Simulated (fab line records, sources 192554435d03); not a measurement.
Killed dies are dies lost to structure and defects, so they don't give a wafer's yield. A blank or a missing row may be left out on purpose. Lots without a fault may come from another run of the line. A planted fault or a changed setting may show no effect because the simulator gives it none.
Which tool did it? | flow n5_finfet | 8 lots, 24 wafers sampled, at 6 steps of a route of 1938

WHAT THE GAUGES READ, wafer by wafer
N5_BEOL_M1_INSPECT_30: inspects for defects (brightfield). Usual: raw_defect_count 409, standard deviation 98.
lot  | measured     | on                | raw_defect_count | flag
L512 | day 6 02:07  | defect_inspect-02 | 421 411 415      |
L518 | day 7 14:29  | defect_inspect-01 | 317 309 330      |
L521 | day 8 10:14  | defect_inspect-02 | 491 680 623      |
L527 | day 9 22:50  | defect_inspect-01 | 316 256 298      |
L529 | day 10 03:57 | defect_inspect-02 | 1503 1447 1661   | OFF
L528 | day 10 05:06 | defect_inspect-02 | 1664 1565 1613   | OFF
L532 | day 10 22:48 | defect_inspect-01 | 1639 1541 1552   | OFF
L535 | day 11 20:08 | defect_inspect-02 | 456 424 493      |

N5_BEOL_M4_RC_MEAS_101. Usual: DIBL_N 36.1 mV/V, standard deviation 1.3; DIBL_P 36.1 mV/V, standard deviation 1.7; IOFF_N 0.154 nA/um, standard deviation 0.022; IOFF_P 0.201 nA/um, standard deviation 0.024; ION_N 675 uA/um, standard deviation 8.9; ION_P 462 uA/um, standard deviation 5.9; SS_N 71.5 mV/dec, standard deviation 0.49; SS_P 73.3 mV/dec, standard deviation 0.58; VT_N 250.0 mV, standard deviation 2.7; VT_P -251.3 mV, standard deviation 2.7.
lot  | measured     | on        | DIBL_N (mV/V)  | DIBL_P (mV/V)  | IOFF_N (nA/um)    | IOFF_P (nA/um)    | ION_N (uA/um) | ION_P (uA/um) | SS_N (mV/dec)  | SS_P (mV/dec)  | VT_N (mV)         | VT_P (mV)            | flag
L512 | day 7 20:01  | prober-01 | 35.6 35.7 35.3 | 34.7 34.9 34.9 | 0.148 0.151 0.147 | 0.194 0.200 0.196 | 674 688 678   | 468 470 463   | 71.6 72.3 72.2 | 73.1 73.5 72.6 | 249.6 249.3 247.7 | -251.0 -249.6 -250.2 |
L518 | day 9 07:28  | prober-01 | 35.3 35.0 35.2 | 36.2 35.3 35.5 | 0.149 0.136 0.145 | 0.205 0.181 0.195 | 684 676 682   | 467 468 468   | 71.1 70.5 70.8 | 72.6 72.9 73.2 | 248.5 251.2 248.5 | -249.8 -249.1 -248.5 |
L521 | day 10 15:41 | prober-02 | 35.2 35.0 36.8 | 34.1 35.0 36.7 | 0.136 0.151 0.176 | 0.174 0.192 0.218 | 662 672 679   | 452 460 462   | 71.4 71.7 71.6 | 72.9 73.4 74.1 | 253.5 252.1 247.8 | -250.5 -250.9 -250.6 |
L527 | day 12 03:42 | prober-02 | 36.6 36.5 36.6 | 36.4 36.1 36.7 | 0.151 0.146 0.154 | 0.210 0.202 0.210 | 669 671 680   | 463 459 464   | 71.4 71.2 71.6 | 73.1 73.2 72.8 | 252.1 249.7 247.6 | -252.0 -251.8 -253.2 |
L529 | day 12 23:49 | prober-02 | 36.5 36.1 35.8 | 37.5 37.5 37.1 | 0.156 0.160 0.146 | 0.221 0.216 0.205 | 674 676 665   | 468 470 464   | 71.2 72.1 72.0 | 73.8 72.7 72.9 | 251.3 251.1 253.0 | -248.6 -247.2 -247.0 |
L528 | day 11 22:54 | prober-01 | 36.7 37.5 35.5 | 38.5 40.4 37.5 | 0.165 0.185 0.140 | 0.205 0.235 0.195 | 672 682 654   | 457 459 449   | 72.0 71.9 71.7 | 73.8 74.1 73.5 | 250.8 251.0 254.2 | -254.0 -249.4 -251.7 |
L532 | day 13 05:14 | prober-02 | 38.8 38.5 36.1 | 38.7 38.0 35.9 | 0.206 0.195 0.144 | 0.234 0.228 0.182 | 693 696 675   | 465 471 458   | 72.0 71.5 71.0 | 74.5 74.8 73.2 | 246.4 247.9 250.5 | -251.8 -251.2 -255.0 |
L535 | day 14 10:37 | prober-01 | 35.0 35.0 35.9 | 35.5 36.1 36.4 | 0.129 0.136 0.141 | 0.156 0.168 0.169 | 667 678 677   | 456 460 462   | 71.1 71.8 72.3 | 73.3 72.9 73.3 | 251.5 249.9 250.5 | -255.6 -253.4 -256.6 |

WHICH TOOL RAN EACH LOT (tool, then ch and the chambers of the sampled wafers, then the start)
lot  | N5_BEOL_M1_DESCUM_16               | N5_BEOL_M1_ETCH_74                 | N5_BEOL_M1_STRIP_66                | N5_BEOL_M1_DESCUM_33
L512 | rie_diel-05 ch 2,3, day 6 01:16    | rie_diel-05 ch 2,3, day 6 01:18    | rie_diel-05 ch 2,3, day 6 01:29    | rie_diel-03 ch 0,1,3, day 6 02:08
L518 | rie_diel-05 ch 0,1,3, day 7 13:26  | rie_diel-05 ch 0,1,3, day 7 13:28  | rie_diel-05 ch 0,1,3, day 7 13:38  | rie_diel-03 ch 0,1,3, day 7 14:31
L521 | rie_diel-04 ch 1,2, day 8 09:20    | rie_diel-04 ch 1,2, day 8 09:22    | rie_diel-04 ch 1,2, day 8 09:32    | rie_diel-04 ch 1,2,3, day 8 10:17
L527 | rie_diel-04 ch 0,1, day 9 22:00    | rie_diel-04 ch 0,1, day 9 22:02    | rie_diel-04 ch 0,1, day 9 22:13    | rie_diel-03 ch 1,2,3, day 9 22:53
L529 | rie_diel-05 ch 0,2,3, day 10 03:01 | rie_diel-05 ch 0,2,3, day 10 03:03 | rie_diel-05 ch 0,2,3, day 10 03:14 | rie_diel-03 ch 0,2,3, day 10 03:59
L528 | rie_diel-05 ch 1,2,3, day 10 03:15 | rie_diel-05 ch 1,2,3, day 10 03:17 | rie_diel-05 ch 1,2,3, day 10 03:27 | rie_diel-05 ch 0,1,3, day 10 05:26
L532 | rie_diel-05 ch 1,2,3, day 10 21:45 | rie_diel-05 ch 1,2,3, day 10 21:47 | rie_diel-05 ch 1,2,3, day 10 21:58 | rie_diel-05 ch 0,2,3, day 10 22:50
L535 | rie_diel-04 ch 0,1, day 11 19:18   | rie_diel-04 ch 0,1, day 11 19:20   | rie_diel-04 ch 0,1, day 11 19:31   | rie_diel-04 ch 1,2,3, day 11 20:10
- N5_BEOL_M1_DESCUM_16: chemistry O2, time 7 s.
- N5_BEOL_M1_ETCH_74: etches underlayer in N2/H2, target depth 6.5 nm, time 5.2 s.
- N5_BEOL_M1_STRIP_66: strips in CF4.
- N5_BEOL_M1_DESCUM_33: chemistry O2, time 7 s.

WHAT THE TOOLS THEMSELVES READ (means of the sampled wafers that have a number; where no wafer has one, the mark that the record gives instead)
N5_BEOL_M1_DESCUM_16. Usual: chamber_pressure_mTorr 20.000 mTorr, standard deviation 0.018; drypump_motor_current_A 5.8 A, standard deviation 0.38; oes_product_au 0.78 a.u., standard deviation 0.062; rf_vpp_V 243.8 V, standard deviation 1.1; showerhead_plenum_p_Torr 2.13 Torr, standard deviation 0.058; throttle_valve_pct 20.47 %, standard deviation 0.13.
lot  | tool        | chamber_pressure_mTorr (mTorr) | drypump_motor_current_A (A) | oes_product_au (a.u.) | rf_vpp_V (V) | showerhead_plenum_p_Torr (Torr) | throttle_valve_pct (%) | flag
L512 | rie_diel-05 | 20.010                         | 5.7                         | 0.79                  | 245.0        | 2.19                            | 20.53                  |
L518 | rie_diel-05 | 20.014                         | 5.6                         | 0.81                  | 244.3        | 2.17                            | 20.49                  |
L521 | rie_diel-04 | 20.016                         | 6.3                         | 0.75                  | 243.5        | 2.09                            | 20.53                  |
L527 | rie_diel-04 | 20.012                         | 5.9                         | 0.78                  | 243.8        | 2.13                            | 20.52                  |
L529 | rie_diel-05 | 19.993                         | 5.6                         | 0.79                  | 244.7        | 2.16                            | 20.57                  |
L528 | rie_diel-05 | 20.015                         | 5.7                         | 0.76                  | 243.9        | 2.18                            | 20.54                  |
L532 | rie_diel-05 | 20.012                         | 5.7                         | 0.76                  | 244.5        | 2.17                            | 20.54                  |
L535 | rie_diel-04 | 20.009                         | 5.7                         | 0.80                  | 244.5        | 2.17                            | 20.43                  |

N5_BEOL_M1_ETCH_74. Usual: bias_w 150.1 W, standard deviation 0.48; chamber_pressure_mTorr 30.00 mTorr, standard deviation 0.042; drypump_motor_current_A 5.8 A, standard deviation 0.38; etch_rf_on_time_s 5.17 s, standard deviation 0.1; oes_product_au 0.66 a.u., standard deviation 0.055; rf_vpp_V 525.0 V, standard deviation 2.4; showerhead_plenum_p_Torr 2.59 Torr, standard deviation 0.073; throttle_valve_pct 17.93 %, standard deviation 0.15.
lot  | tool        | bias_w (W) | chamber_pressure_mTorr (mTorr) | drypump_motor_current_A (A) | etch_rf_on_time_s (s) | oes_product_au (a.u.) | rf_vpp_V (V) | showerhead_plenum_p_Torr (Torr) | throttle_valve_pct (%) | flag
L512 | rie_diel-05 | 150.3      | 29.97                          | 5.7                         | 5.25                  | 0.67                  | 526.9        | 2.66                            | 17.99                  |
L518 | rie_diel-05 | 149.9      | 30.01                          | 5.6                         | 5.14                  | 0.69                  | 526.7        | 2.64                            | 17.97                  |
L521 | rie_diel-04 | 150.1      | 30.03                          | 6.3                         | 5.28                  | 0.64                  | 523.7        | 2.54                            | 18.00                  |
L527 | rie_diel-04 | 150.2      | 29.96                          | 5.9                         | 5.18                  | 0.67                  | 524.5        | 2.59                            | 17.96                  |
L529 | rie_diel-05 | 149.9      | 30.03                          | 5.6                         | 5.19                  | 0.67                  | 526.3        | 2.63                            | 18.07                  |
L528 | rie_diel-05 | 150.2      | 30.01                          | 5.7                         | 5.15                  | 0.65                  | 526.9        | 2.65                            | 17.99                  |
L532 | rie_diel-05 | 149.8      | 30.00                          | 5.7                         | 5.20                  | 0.65                  | 527.4        | 2.65                            | 18.00                  |
L535 | rie_diel-04 | 150.1      | 30.03                          | 5.7                         | 5.23                  | 0.67                  | 525.5        | 2.63                            | 17.85                  |

N5_BEOL_M1_STRIP_66. Usual: chamber_pressure_mTorr 50.00 mTorr, standard deviation 0.047; drypump_motor_current_A 5.8 A, standard deviation 0.38; oes_product_au 0.76 a.u., standard deviation 0.057; rf_vpp_V 271.7 V, standard deviation 1.2; showerhead_plenum_p_Torr 1.82 Torr, standard deviation 0.045; throttle_valve_pct 13.62 %, standard deviation 0.17.
lot  | tool        | chamber_pressure_mTorr (mTorr) | drypump_motor_current_A (A) | oes_product_au (a.u.) | rf_vpp_V (V) | showerhead_plenum_p_Torr (Torr) | throttle_valve_pct (%) | flag
L512 | rie_diel-05 | 49.97                          | 5.7                         | 0.77                  | 272.2        | 1.87                            | 13.70                  |
L518 | rie_diel-05 | 49.98                          | 5.6                         | 0.79                  | 272.7        | 1.85                            | 13.60                  |
L521 | rie_diel-04 | 49.99                          | 6.3                         | 0.74                  | 271.2        | 1.79                            | 13.70                  |
L527 | rie_diel-04 | 49.97                          | 6.0                         | 0.77                  | 271.8        | 1.82                            | 13.66                  |
L529 | rie_diel-05 | 50.02                          | 5.5                         | 0.77                  | 271.8        | 1.84                            | 13.70                  |
L528 | rie_diel-05 | 50.02                          | 5.7                         | 0.74                  | 273.1        | 1.86                            | 13.70                  |
L532 | rie_diel-05 | 49.97                          | 5.7                         | 0.74                  | 272.7        | 1.86                            | 13.71                  |
L535 | rie_diel-04 | 50.01                          | 5.7                         | 0.79                  | 272.4        | 1.85                            | 13.54                  |

N5_BEOL_M1_DESCUM_33. Usual: chamber_pressure_mTorr 20.003 mTorr, standard deviation 0.018; drypump_motor_current_A 5.9 A, standard deviation 0.41; oes_product_au 0.77 a.u., standard deviation 0.066; rf_vpp_V 243.2 V, standard deviation 1.2; showerhead_plenum_p_Torr 2.10 Torr, standard deviation 0.053; throttle_valve_pct 20.45 %, standard deviation 0.12.
lot  | tool        | chamber_pressure_mTorr (mTorr) | drypump_motor_current_A (A) | oes_product_au (a.u.) | rf_vpp_V (V) | showerhead_plenum_p_Torr (Torr) | throttle_valve_pct (%) | flag
L512 | rie_diel-03 | 19.993                         | 6.0                         | 0.80                  | 242.6        | 2.07                            | 20.39                  |
L518 | rie_diel-03 | 20.017                         | 6.0                         | 0.77                  | 242.5        | 2.06                            | 20.41                  |
L521 | rie_diel-04 | 19.996                         | 6.4                         | 0.73                  | 242.6        | 2.09                            | 20.47                  |
L527 | rie_diel-03 | 19.986                         | 5.7                         | 0.77                  | 243.1        | 2.07                            | 20.39                  |
L529 | rie_diel-03 | 20.019                         | 5.8                         | 0.72                  | 241.6        | 2.07                            | 20.43                  |
L528 | rie_diel-05 | 19.995                         | 5.6                         | 0.79                  | 245.1        | 2.16                            | 20.53                  |
L532 | rie_diel-05 | 19.998                         | 5.5                         | 0.78                  | 243.9        | 2.15                            | 20.58                  |
L535 | rie_diel-04 | 20.012                         | 6.4                         | 0.72                  | 243.0        | 2.08                            | 20.51                  |

THE ANSWER, worked out from the rows above alone
Rule: a lot is off if the mean of its wafers that have a number lies more than 3 standard deviations from the usual mean. A lot without any number at a reading at which 4 lots or more have one is off too. The other lots that the step has rows for count as sound. The gauges are gone through in route order, then the tools' own readings, and for those a lot's mean is taken as printed above. The first step at which some lot is off is used, and at that step the reading that is off furthest; a lot without a number counts as furthest.
Off: L529, L528, L532, at N5_BEOL_M1_INSPECT_30 (raw_defect_count).
A tool fits if, at a process step before that reading, it ran every lot that is off, and no sound lot after the first of them. The gauges at N5_BEOL_M1_INSPECT_30 are tried like those tools. One fits: rie_diel-05 at N5_BEOL_M1_DESCUM_16 and N5_BEOL_M1_ETCH_74 and N5_BEOL_M1_STRIP_66. At N5_BEOL_M1_DESCUM_16 its last sound lot is L518 (day 7 13:26), its first lot that is off L529 (day 10 03:01): a fault that began between those two fits.

WHAT THE SIMULATOR HAD PUT IN
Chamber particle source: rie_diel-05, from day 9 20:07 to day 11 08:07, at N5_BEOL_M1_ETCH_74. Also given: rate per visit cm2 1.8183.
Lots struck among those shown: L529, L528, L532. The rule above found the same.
